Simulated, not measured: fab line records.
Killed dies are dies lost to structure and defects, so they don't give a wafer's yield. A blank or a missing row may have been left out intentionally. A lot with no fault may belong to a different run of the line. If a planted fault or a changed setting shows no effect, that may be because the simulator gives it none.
fab line records :: flow n5_finfet
record:
  lots: 5
  wafers: 13
  last_day: 16
route steps=1938 shown BEOL_M0_CUTY@701 BEOL_M0@715 BEOL_M4@1111 PASSIVATION@1936
lots that met no fault: from a run of the same line without faults
start_h: hours from the record's first day to the start of the lot's first wafer shown :: wait_h: hours from the lot's prior step to this one :: " as in the row above :: L1.1+2: one row covering several wafers at once :: - value missing, or start not given :: * or withheld: withheld :: < > ~ a bound
route shown NAME@n: NAME is a module with steps in the file, n the number in the route of the first one :: usual: mean/standard deviation of fault-free wafers :: same: alike in all rows :: chamber/n: place in a boat :: sites: per-site readings :: _std_site: how widely they spread, as a standard deviation :: _edge_site: outer sites' mean less inner sites' :: radius_mm: for every site, how far away it sits from the centre of the wafer :: mask NAME#n: copy n :: behind: the last tool/chamber to shape the wafer :: hold: cause of the lot's hold/its duration in hours/its outcome :: device: the n, p or np transistor that did not switch :: end of line: tests of these same wafers at the route's end :: step lacking rows: just its recipe :: killed: count of dies lost to structure and defects at first sort (not the wafer's yield) :: map: per-die view of a wafer (x killed, . not killed, _ where there is no die)
set.NAME: the setting as run; set.NAME@STEP: as run at that earlier step :: model.NAME: the simulator's own value behind a step, which no gauge read
lots seen at some steps along the route; tables by step, rows by wafer
services: from which hour (start_h, from the record's first day; less than 0 if before it) a tool's chamber was out of use, for how many hours, and why
== steps ==
step: N5_BEOL_M0_CUTY_COAT_50
recipe:
  resist: SiARC
  temp_c: 220
  time_s: 60
  spin_rpm: 1500
  resist_thk_nm: 15
step: N5_BEOL_M0_CUTY_COAT_51
recipe:
  resist: CAR-ArF-block
  spin_rpm: 1500
  resist_thk_nm: 150
step: N5_BEOL_M0_CUTY_EBR_52
recipe:
  solvent: PGMEA
  ebr_width_mm: 1.5
step: N5_BEOL_M0_CUTY_SOFTBAKE_53
recipe:
  temp_c: 110
  time_s: 60
  resist: CAR-ArF-block
step: N5_BEOL_M0_CUTY_EXPOSE_54
recipe:
  mask_id: M0_ABLK
  na: 1.35
  source_shape: conventional
  sigma_outer: 0.8
  polarization: unpolarized
  dose_mj: 36
step: N5_BEOL_M0_CUTY_PEB_55
recipe:
  peb_temp_c: 110
  peb_time_s: 60
  resist: CAR-ArF-block
step: N5_BEOL_M0_CUTY_DEVELOP_56
recipe:
  develop_time_s: 30
  developer: TMAH
  resist: CAR-ArF-block
  rinse_liquid: diw
  dry: air_spin
  dev_temp_c: 23
step: N5_BEOL_M0_CUTY_DESCUM_61
recipe:
  chemistry: O2
  time_s: 7.9
  source_power_w: 50
  bias_power_w: 20
  pressure_mtorr: 20
  rf_frequency_hz: 2.712e+07
  temp_c: 40
  resist: CAR-ArF-block
  o2_flow_sccm: 225
step: N5_BEOL_M0_CUTY_ETCH_62
recipe:
  chemistry: CF4
  target: SiARC
  mask_material: CAR-ArF-block
  time_s: 58.5
  ion_energy_ev: 80
  pressure_mtorr: 40
  source_w: 545
  bias_w: 36
  Ar_flow_sccm: 100
  cf4_flow_sccm: 100
  ends: cleared
step: N5_BEOL_M0_CUTY_ETCH_63
recipe:
  chemistry: N2/H2
  target: SOC
  target_depth_a: 827
  overetch_a: 165
  mask_material: SiARC
  temp_c: 40
  ion_energy_ev: 200
  time_s: 124
  pressure_mtorr: 30
  source_w: 840
  bias_w: 150
  n2_flow_sccm: 200
  h2_flow_sccm: 200
usual:
  drypump_motor_current_A: 5.7/0.41
  n2_flow_sccm: 200.0/0.6
  oes_product_au: 0.65/0.064
  rf_fwd_power_W: 836.8/2.6
  rf_vpp_V: 523.5/2.5
  showerhead_plenum_p_Torr: 2.53/0.082
  throttle_valve_pct: 17.90/0.18
lot.wafer: L254.1
tool: rie_diel-04
chamber: 0
start_h: 114.17
wait_h: 0.0
drypump_motor_current_A: 6.2
n2_flow_sccm: 200.4
oes_product_au: 0.66
rf_fwd_power_W: 837.6
rf_hours_counter_h: 84
rf_vpp_V: 521.3
showerhead_plenum_p_Torr: 2.45
throttle_valve_pct: 17.63
model.SiO2_of_BEOL_M0_SAQP_SPACER2_ALD_26.thk_nm: 7

lot.wafer: L254.5
tool: rie_diel-04
chamber: 0
start_h: 114.17
wait_h: 0.0
drypump_motor_current_A: 6.1
n2_flow_sccm: 200.5
oes_product_au: 0.66
rf_fwd_power_W: 833.4
rf_hours_counter_h: -
rf_vpp_V: 522.1
showerhead_plenum_p_Torr: 2.45
throttle_valve_pct: 17.61
model.SiO2_of_BEOL_M0_SAQP_SPACER2_ALD_26.thk_nm: 7

lot.wafer: L254.6
tool: rie_diel-04
chamber: 1
start_h: 114.17
wait_h: 0.0
drypump_motor_current_A: 5.4
n2_flow_sccm: 199.6
oes_product_au: 0.75
rf_fwd_power_W: 837.9
rf_hours_counter_h: -
rf_vpp_V: 525.9
showerhead_plenum_p_Torr: 2.59
throttle_valve_pct: 17.82
model.SiO2_of_BEOL_M0_SAQP_SPACER2_ALD_26.thk_nm: 6.8

lot.wafer: L267.1
tool: rie_diel-04
chamber: 2
start_h: 189.85
wait_h: 0.0
drypump_motor_current_A: 6.4
n2_flow_sccm: 200.1
oes_product_au: 0.60
rf_fwd_power_W: 841.1
rf_hours_counter_h: 188
rf_vpp_V: 520.0
showerhead_plenum_p_Torr: 2.44
throttle_valve_pct: 17.85
model.SiO2_of_BEOL_M0_SAQP_SPACER2_ALD_26.thk_nm: 7.2

lot.wafer: L267.4
tool: rie_diel-04
chamber: 1
start_h: 189.85
wait_h: 0.0
drypump_motor_current_A: 5.4
n2_flow_sccm: 199.1
oes_product_au: 0.71
rf_fwd_power_W: 836.3
rf_hours_counter_h: 59
rf_vpp_V: 523.5
showerhead_plenum_p_Torr: 2.58
throttle_valve_pct: 17.86
model.SiO2_of_BEOL_M0_SAQP_SPACER2_ALD_26.thk_nm: 7

lot.wafer: L273.2
tool: rie_diel-04
chamber: 0
start_h: 229.12
wait_h: 0.0
drypump_motor_current_A: 6.1
n2_flow_sccm: 200.3
oes_product_au: 0.63
rf_fwd_power_W: 842.6
rf_hours_counter_h: 122
rf_vpp_V: 521.0
showerhead_plenum_p_Torr: 2.44
throttle_valve_pct: 17.70
model.SiO2_of_BEOL_M0_SAQP_SPACER2_ALD_26.thk_nm: 7

lot.wafer: L273.3
tool: rie_diel-04
chamber: 2
start_h: 229.12
wait_h: 0.0
drypump_motor_current_A: 6.4
n2_flow_sccm: 200.6
oes_product_au: 0.72
rf_fwd_power_W: -
rf_hours_counter_h: 204
rf_vpp_V: 521.2
showerhead_plenum_p_Torr: 2.43
throttle_valve_pct: 17.89
model.SiO2_of_BEOL_M0_SAQP_SPACER2_ALD_26.thk_nm: 8

lot.wafer: L274.1
tool: rie_diel-04
chamber: 2
start_h: 233.25
wait_h: 0.0
drypump_motor_current_A: 6.4
n2_flow_sccm: 200.3
oes_product_au: 0.59
rf_fwd_power_W: 837.1
rf_hours_counter_h: 205
rf_vpp_V: 521.6
showerhead_plenum_p_Torr: 2.43
throttle_valve_pct: 17.87
model.SiO2_of_BEOL_M0_SAQP_SPACER2_ALD_26.thk_nm: 7.2

lot.wafer: L274.4
tool: rie_diel-04
chamber: 3
start_h: 233.25
wait_h: 0.0
drypump_motor_current_A: 5.7
n2_flow_sccm: 200.8
oes_product_au: 0.59
rf_fwd_power_W: 836.7
rf_hours_counter_h: 219
rf_vpp_V: 524.1
showerhead_plenum_p_Torr: 2.51
throttle_valve_pct: 18.14
model.SiO2_of_BEOL_M0_SAQP_SPACER2_ALD_26.thk_nm: 7.2

lot.wafer: L274.6
tool: rie_diel-04
chamber: 3
start_h: 233.25
wait_h: 0.0
drypump_motor_current_A: 5.7
n2_flow_sccm: 199.6
oes_product_au: 0.71
rf_fwd_power_W: -
rf_hours_counter_h: -
rf_vpp_V: 522.2
showerhead_plenum_p_Torr: 2.51
throttle_valve_pct: 18.15
model.SiO2_of_BEOL_M0_SAQP_SPACER2_ALD_26.thk_nm: 8

lot.wafer: L275.3
tool: rie_diel-04
chamber: 3
start_h: 237.48
wait_h: 0.0
drypump_motor_current_A: 5.6
n2_flow_sccm: 199.6
oes_product_au: 0.72
rf_fwd_power_W: -
rf_hours_counter_h: 220
rf_vpp_V: 521.7
showerhead_plenum_p_Torr: 2.51
throttle_valve_pct: 18.16
model.SiO2_of_BEOL_M0_SAQP_SPACER2_ALD_26.thk_nm: 8

lot.wafer: L275.5
tool: rie_diel-04
chamber: 0
start_h: 237.48
wait_h: 0.0
drypump_motor_current_A: 6.2
n2_flow_sccm: 200.3
oes_product_au: 0.63
rf_fwd_power_W: 838.4
rf_hours_counter_h: -
rf_vpp_V: 520.8
showerhead_plenum_p_Torr: 2.44
throttle_valve_pct: 17.71
model.SiO2_of_BEOL_M0_SAQP_SPACER2_ALD_26.thk_nm: 7.4

lot.wafer: L275.6
tool: rie_diel-04
chamber: 1
start_h: 237.48
wait_h: 0.0
drypump_motor_current_A: 5.4
n2_flow_sccm: 200.3
oes_product_au: 0.87
rf_fwd_power_W: -
rf_hours_counter_h: -
rf_vpp_V: 524.0
showerhead_plenum_p_Torr: 2.57
throttle_valve_pct: 17.93
model.SiO2_of_BEOL_M0_SAQP_SPACER2_ALD_26.thk_nm: 8
step: N5_BEOL_M0_CUTY_STRIP_64
recipe:
  chemistry: N2/H2
  temp_c: 40
  n2_flow_sccm: 200
  h2_flow_sccm: 200
  rf_frequency_hz: 6e+07
step: N5_BEOL_M0_ETCH_138
recipe:
  chemistry: CH3F/O2
  target_depth_a: 120
  target: SiCN
  time_s: 31.6
  ion_energy_ev: 120
  pressure_mtorr: 30
  source_w: 395
  bias_w: 75
  Ar_flow_sccm: 150
  CH3F_flow_sccm: 30
  O2_flow_sccm: 20
  ends: cleared
step: N5_BEOL_M0_HM_OPEN_105
recipe:
  chemistry: Cl2/BCl3
  target_depth_a: 120
  target: TiN
  ion_energy_ev: 150
  pressure_mtorr: 10
  icp_w: 1000
  bias_w: 126
  Cl2_flow_sccm: 53.25
  bcl3_flow_sccm: 21.75
  Ar_flow_sccm: 25
usual:
  drypump_motor_current_A: 5.8/0.4
  he_backside_leak_sccm: 3.48/0.22
  oes_product_au: 0.77/0.1
  rf_fwd_power_W: 996/3.6
  throttle_valve_pct: 22.04/0.26
lot.wafer: L254.1
tool: rie_metal-01
chamber: 0
start_h: 114.43
wait_h: 0.1
drypump_motor_current_A: 5.4
he_backside_leak_sccm: 3.24
oes_product_au: 0.94
rf_fwd_power_W: 992
rf_hours_counter_h: 2
throttle_valve_pct: 21.83
model.SiO2_of_BEOL_M0_SAQP_SPACER2_ALD_26.thk_nm: 2.8

lot.wafer: L254.5
tool: rie_metal-01
chamber: 0
start_h: 114.43
wait_h: 0.1
drypump_motor_current_A: 5.4
he_backside_leak_sccm: 3.35
oes_product_au: 0.95
rf_fwd_power_W: 992
rf_hours_counter_h: -
throttle_valve_pct: 21.82
model.SiO2_of_BEOL_M0_SAQP_SPACER2_ALD_26.thk_nm: 2.6

lot.wafer: L254.6
tool: rie_metal-01
chamber: 1
start_h: 114.43
wait_h: 0.1
drypump_motor_current_A: 6.5
he_backside_leak_sccm: 3.59
oes_product_au: 0.70
rf_fwd_power_W: 996
rf_hours_counter_h: -
throttle_valve_pct: 22.08
model.SiO2_of_BEOL_M0_SAQP_SPACER2_ALD_26.thk_nm: 2.4

lot.wafer: L267.1
tool: rie_metal-01
chamber: 0
start_h: 190.96
wait_h: 1.0
drypump_motor_current_A: 5.4
he_backside_leak_sccm: 3.51
oes_product_au: 0.88
rf_fwd_power_W: 991
rf_hours_counter_h: 9
throttle_valve_pct: 21.85
model.SiO2_of_BEOL_M0_SAQP_SPACER2_ALD_26.thk_nm: 2.8

lot.wafer: L267.4
tool: rie_metal-01
chamber: 1
start_h: 190.96
wait_h: 1.0
drypump_motor_current_A: 6.5
he_backside_leak_sccm: 3.45
oes_product_au: 0.69
rf_fwd_power_W: 1006
rf_hours_counter_h: -
throttle_valve_pct: 22.12
model.SiO2_of_BEOL_M0_SAQP_SPACER2_ALD_26.thk_nm: 2.6

lot.wafer: L273.2
tool: rie_metal-02
chamber: 0
start_h: 230.35
wait_h: 1.1
drypump_motor_current_A: 5.9
he_backside_leak_sccm: 3.69
oes_product_au: 0.64
rf_fwd_power_W: 1004
rf_hours_counter_h: 104
throttle_valve_pct: 22.13
model.SiO2_of_BEOL_M0_SAQP_SPACER2_ALD_26.thk_nm: 2.8

lot.wafer: L273.3
tool: rie_metal-02
chamber: 0
start_h: 230.35
wait_h: 1.1
drypump_motor_current_A: 5.9
he_backside_leak_sccm: 4.33
oes_product_au: 0.63
rf_fwd_power_W: 995
rf_hours_counter_h: -
throttle_valve_pct: 22.11
model.SiO2_of_BEOL_M0_SAQP_SPACER2_ALD_26.thk_nm: 3.6

lot.wafer: L274.1
tool: rie_metal-03
chamber: 0
start_h: 233.67
wait_h: 0.3
drypump_motor_current_A: 5.7
he_backside_leak_sccm: 3.47
oes_product_au: 0.71
rf_fwd_power_W: 989
rf_hours_counter_h: 78
throttle_valve_pct: 22.26
model.SiO2_of_BEOL_M0_SAQP_SPACER2_ALD_26.thk_nm: 2.8

lot.wafer: L274.4
tool: rie_metal-03
chamber: 1
start_h: 233.67
wait_h: 0.3
drypump_motor_current_A: 5.7
he_backside_leak_sccm: 3.20
oes_product_au: 0.91
rf_fwd_power_W: 998
rf_hours_counter_h: -
throttle_valve_pct: 21.44
model.SiO2_of_BEOL_M0_SAQP_SPACER2_ALD_26.thk_nm: 2.8

lot.wafer: L274.6
tool: rie_metal-03
chamber: 0
start_h: 233.67
wait_h: 0.3
drypump_motor_current_A: 5.7
he_backside_leak_sccm: 3.41
oes_product_au: 0.72
rf_fwd_power_W: 989
rf_hours_counter_h: -
throttle_valve_pct: 22.28
model.SiO2_of_BEOL_M0_SAQP_SPACER2_ALD_26.thk_nm: 3.6

lot.wafer: L275.3
tool: rie_metal-01
chamber: 1
start_h: 237.82
wait_h: 0.2
drypump_motor_current_A: 6.4
he_backside_leak_sccm: 3.31
oes_product_au: 0.69
rf_fwd_power_W: 999
rf_hours_counter_h: -
throttle_valve_pct: 22.11
model.SiO2_of_BEOL_M0_SAQP_SPACER2_ALD_26.thk_nm: 3.8

lot.wafer: L275.5
tool: rie_metal-01
chamber: 1
start_h: 237.82
wait_h: 0.2
drypump_motor_current_A: 6.4
he_backside_leak_sccm: 3.45
oes_product_au: 0.69
rf_fwd_power_W: 998
rf_hours_counter_h: -
throttle_valve_pct: 22.10
model.SiO2_of_BEOL_M0_SAQP_SPACER2_ALD_26.thk_nm: 3

lot.wafer: L275.6
tool: rie_metal-01
chamber: 0
start_h: 237.82
wait_h: 0.2
drypump_motor_current_A: 5.4
he_backside_leak_sccm: 3.75
oes_product_au: 0.86
rf_fwd_power_W: 993
rf_hours_counter_h: -
throttle_valve_pct: 21.87
model.SiO2_of_BEOL_M0_SAQP_SPACER2_ALD_26.thk_nm: 3.6
step: N5_BEOL_M0_STRIP_140
recipe:
  chemistry: CF4
  resist: SiARC
  power_w: 300
  bias_power_w: 75
  pressure_mtorr: 50
  cf4_flow_sccm: 150
  rf_frequency_hz: 6e+07
step: N5_BEOL_M4_RC_MEAS_101
usual:
  DIBL_N: 36.3/1.6
  DIBL_P: 36.2/2.1
  IOFF_N: 0.16/0.031
  IOFF_P: 0.21/0.034
  ION_N: 673/11
  ION_P: 461/7.4
  SS_N: 71.6/0.55
  SS_P: 73.3/0.66
  VT_N: 251/3.2
  VT_P: -251/3.5
lot.wafer: L254.1
tool: prober-02
chamber: 0
start_h: 156.85
wait_h: 0.0
DIBL_N[mV/V]: 35.8
DIBL_P[mV/V]: 34.0
IOFF_N[nA/um]: 0.15
IOFF_P[nA/um]: 0.20
ION_N[uA/um]: 670
ION_P[uA/um]: 462
SS_N[mV/dec]: 72.1
SS_P[mV/dec]: 72.6
VT_N[mV]: 250
VT_P[mV]: -251

lot.wafer: L254.5
tool: prober-02
chamber: 0
start_h: 156.85
wait_h: 0.0
DIBL_N[mV/V]: 36.9
DIBL_P[mV/V]: 36.3
IOFF_N[nA/um]: 0.18
IOFF_P[nA/um]: 0.24
ION_N[uA/um]: 691
ION_P[uA/um]: 473
SS_N[mV/dec]: 71.9
SS_P[mV/dec]: 73.8
VT_N[mV]: 250
VT_P[mV]: -249

lot.wafer: L254.6
tool: prober-02
chamber: 0
start_h: 156.85
wait_h: 0.0
DIBL_N[mV/V]: 35.4
DIBL_P[mV/V]: 33.8
IOFF_N[nA/um]: 0.13
IOFF_P[nA/um]: 0.19
ION_N[uA/um]: 664
ION_P[uA/um]: 464
SS_N[mV/dec]: 71.0
SS_P[mV/dec]: 73.4
VT_N[mV]: 252
VT_P[mV]: -251

lot.wafer: L267.1
tool: prober-01
chamber: 0
start_h: 236.31
wait_h: 0.0
DIBL_N[mV/V]: 35.9
DIBL_P[mV/V]: 36.0
IOFF_N[nA/um]: 0.14
IOFF_P[nA/um]: 0.18
ION_N[uA/um]: 680
ION_P[uA/um]: 467
SS_N[mV/dec]: 71.1
SS_P[mV/dec]: 73.3
VT_N[mV]: 249
VT_P[mV]: -254

lot.wafer: L267.4
tool: prober-01
chamber: 0
start_h: 236.31
wait_h: 0.0
DIBL_N[mV/V]: 36.2
DIBL_P[mV/V]: 36.5
IOFF_N[nA/um]: 0.14
IOFF_P[nA/um]: 0.19
ION_N[uA/um]: 679
ION_P[uA/um]: 466
SS_N[mV/dec]: 71.0
SS_P[mV/dec]: 73.5
VT_N[mV]: 251
VT_P[mV]: -252

lot.wafer: L273.2
tool: prober-01
chamber: 0
start_h: 269.09
wait_h: 0.2
DIBL_N[mV/V]: 38.2
DIBL_P[mV/V]: 39.2
IOFF_N[nA/um]: 0.19
IOFF_P[nA/um]: 0.24
ION_N[uA/um]: 690
ION_P[uA/um]: 466
SS_N[mV/dec]: 72.3
SS_P[mV/dec]: 75.1
VT_N[mV]: 248
VT_P[mV]: -252

lot.wafer: L273.3
tool: prober-01
chamber: 0
start_h: 269.09
wait_h: 0.2
DIBL_N[mV/V]: 36.2
DIBL_P[mV/V]: 36.6
IOFF_N[nA/um]: 0.15
IOFF_P[nA/um]: 0.20
ION_N[uA/um]: 673
ION_P[uA/um]: 456
SS_N[mV/dec]: 72.1
SS_P[mV/dec]: 73.4
VT_N[mV]: 249
VT_P[mV]: -250

lot.wafer: L274.1
tool: prober-01
chamber: 0
start_h: 273.34
wait_h: 0.0
DIBL_N[mV/V]: 34.2
DIBL_P[mV/V]: 33.8
IOFF_N[nA/um]: 0.11
IOFF_P[nA/um]: 0.13
ION_N[uA/um]: 659
ION_P[uA/um]: 445
SS_N[mV/dec]: 72.0
SS_P[mV/dec]: 72.5
VT_N[mV]: 257
VT_P[mV]: -261

lot.wafer: L274.4
tool: prober-01
chamber: 0
start_h: 273.34
wait_h: 0.0
DIBL_N[mV/V]: 35.8
DIBL_P[mV/V]: 36.2
IOFF_N[nA/um]: 0.14
IOFF_P[nA/um]: 0.16
ION_N[uA/um]: 682
ION_P[uA/um]: 460
SS_N[mV/dec]: 71.4
SS_P[mV/dec]: 73.6
VT_N[mV]: 254
VT_P[mV]: -259

lot.wafer: L274.6
tool: prober-01
chamber: 0
start_h: 273.34
wait_h: 0.0
DIBL_N[mV/V]: 33.2
DIBL_P[mV/V]: 32.8
IOFF_N[nA/um]: 0.10
IOFF_P[nA/um]: 0.13
ION_N[uA/um]: 645
ION_P[uA/um]: 445
SS_N[mV/dec]: 71.3
SS_P[mV/dec]: 72.1
VT_N[mV]: 255
VT_P[mV]: -258

lot.wafer: L275.3
tool: prober-01
chamber: 0
start_h: 281.29
wait_h: 0.3
DIBL_N[mV/V]: 38.3
DIBL_P[mV/V]: 38.4
IOFF_N[nA/um]: 0.17
IOFF_P[nA/um]: 0.22
ION_N[uA/um]: 677
ION_P[uA/um]: 458
SS_N[mV/dec]: 71.6
SS_P[mV/dec]: 73.7
VT_N[mV]: 250
VT_P[mV]: -251

lot.wafer: L275.5
tool: prober-01
chamber: 0
start_h: 281.29
wait_h: 0.3
DIBL_N[mV/V]: 36.0
DIBL_P[mV/V]: 35.4
IOFF_N[nA/um]: 0.13
IOFF_P[nA/um]: 0.19
ION_N[uA/um]: 661
ION_P[uA/um]: 454
SS_N[mV/dec]: 72.1
SS_P[mV/dec]: 73.5
VT_N[mV]: 254
VT_P[mV]: -254

lot.wafer: L275.6
tool: prober-01
chamber: 0
start_h: 281.29
wait_h: 0.3
DIBL_N[mV/V]: 36.6
DIBL_P[mV/V]: 34.9
IOFF_N[nA/um]: 0.13
IOFF_P[nA/um]: 0.17
ION_N[uA/um]: 662
ION_P[uA/um]: 448
SS_N[mV/dec]: 72.0
SS_P[mV/dec]: 73.2
VT_N[mV]: 255
VT_P[mV]: -254
step: N5_PASSIVATION_PROBE_49
usual:
  defect_limited_yield: 91.5/1.5
  killed_at_M0_to_M3: 32/9.4
  killed_at_M4_up: 12/5.1
  killed_at_contacts: 11/7.4
  killed_at_front_end: 41/11
  killed_at_other: 3.4/2.5
  killed_dies: 100/17
  killed_open: 65/14
  killed_short: 33/7
  sort_bin_5_function: 4.9/0.96
  sort_bin_6_memory: 3.1/0.7
  sort_n_pass: 1080/17
  sort_yield_pct: 91.5/1.5
same:
  gross_dies: 1180
  killed_at_back_side: 0
  sort_bin_4_leakage[%]: 0
  sort_bin_8_speed[%]: 0
lot.wafer: L274.6
tool: prober-01
chamber: -
start_h: 360.04
wait_h: 0.3
defect_limited_yield[%]: 93.6
killed_at_M0_to_M3: 26
killed_at_M4_up: 10
killed_at_contacts: 5
killed_at_front_end: 32
killed_at_other: 2
killed_dies: 75
killed_open: 44
killed_short: 25
sort_bin_5_function[%]: 4.2
sort_bin_6_memory[%]: 2.1
sort_n_pass: 1105
sort_yield_pct[%]: 93.6

lot.wafer: L275.3
tool: prober-01
chamber: -
start_h: 385.27
wait_h: 0.1
defect_limited_yield[%]: 89.9
killed_at_M0_to_M3: 47
killed_at_M4_up: 9
killed_at_contacts: 13
killed_at_front_end: 44
killed_at_other: 6
killed_dies: 119
killed_open: 65
killed_short: 35
sort_bin_5_function[%]: 5.7
sort_bin_6_memory[%]: 3.1
sort_n_pass: 1061
sort_yield_pct[%]: 89.9
killed by level:class
L274.6 GATE_CUT:geometric_particle:short=8 BEOL_M0_SAQP:geometric_particle:short=6 BEOL_M1:geometric_particle:open=6 MOL_CONTACT_COAG:geometric_particle:open=5 BEOL_M0_CUTY:area_etch=5 DUMMY_GATE:geometric_particle:open=4 BEOL_M0_SAQP:geometric_particle:open=4 SPACER0:geometric_particle:short=3
L275.3 BEOL_M3:geometric_particle:open=17 HKMG_FIN:area_etch=10 FIN_SAQP:geometric_particle:open=8 MOL_CONTACT_COAG:geometric_particle:open=8 BEOL_M0_SAQP:geometric_particle:open=7 DUMMY_GATE:geometric_particle:open=6 BEOL_M0_CUTY:area_etch=6 PASS1_CAP:geometric_particle:short=5
== services ==
tool: rie_diel-04
chamber: 3
start_h: 109.30
hours: 9.0
kind: repair

tool: rie_metal-01
chamber: -
start_h: 113.60
hours: 0.4
kind: repair

tool: rie_metal-03
chamber: 1
start_h: 120.69
hours: -
kind: clean

tool: rie_metal-03
chamber: 1
start_h: 120.69
hours: 21.9
kind: scheduled_down

tool: rie_metal-03
chamber: 1
start_h: 120.69
hours: 21.9
kind: vent_cycle

tool: rie_metal-02
chamber: -
start_h: 150.85
hours: 2.8
kind: pm

tool: rie_diel-04
chamber: 0
start_h: 208.52
hours: 8.1
kind: repair

tool: rie_metal-01
chamber: 1
start_h: 225.19
hours: 7.6
kind: repair
== key ==
first_sign none at tools or gauges
model_effect:
  step: N5_BEOL_M0_CUTY_ETCH_63
  value: SiO2_of_BEOL_M0_SAQP_SPACER2_ALD_26.thk_nm
  without: 7.1
  struck: 8
model_effect:
  step: N5_BEOL_M0_HM_OPEN_105
  value: SiO2_of_BEOL_M0_SAQP_SPACER2_ALD_26.thk_nm
  without: 2.75
  struck: 3.65
met_at N5_BEOL_M0_CUTY_ETCH_63
struck_wafers L273.3,L274.6,L275.3,L275.6
baseline_loss:
  step: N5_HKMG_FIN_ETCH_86
  wafers: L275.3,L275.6
onset_between 189.85 229.12
fault:
  kind: process_parameter_drift
  tool: rie_diel-04
  chamber: -
  onset_h: 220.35
  steps: N5_BEOL_M0_CUTY_ETCH_63
  channel: time_s
  offset: *
  shape: step
  end_h: 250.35
  scope: struck_wafers_only
  acts_in: *
  stated: *
baseline_loss: these wafers lose ten dies or more at that step, a loss of the line's own and not of a fault; the sort's usual values leave them out
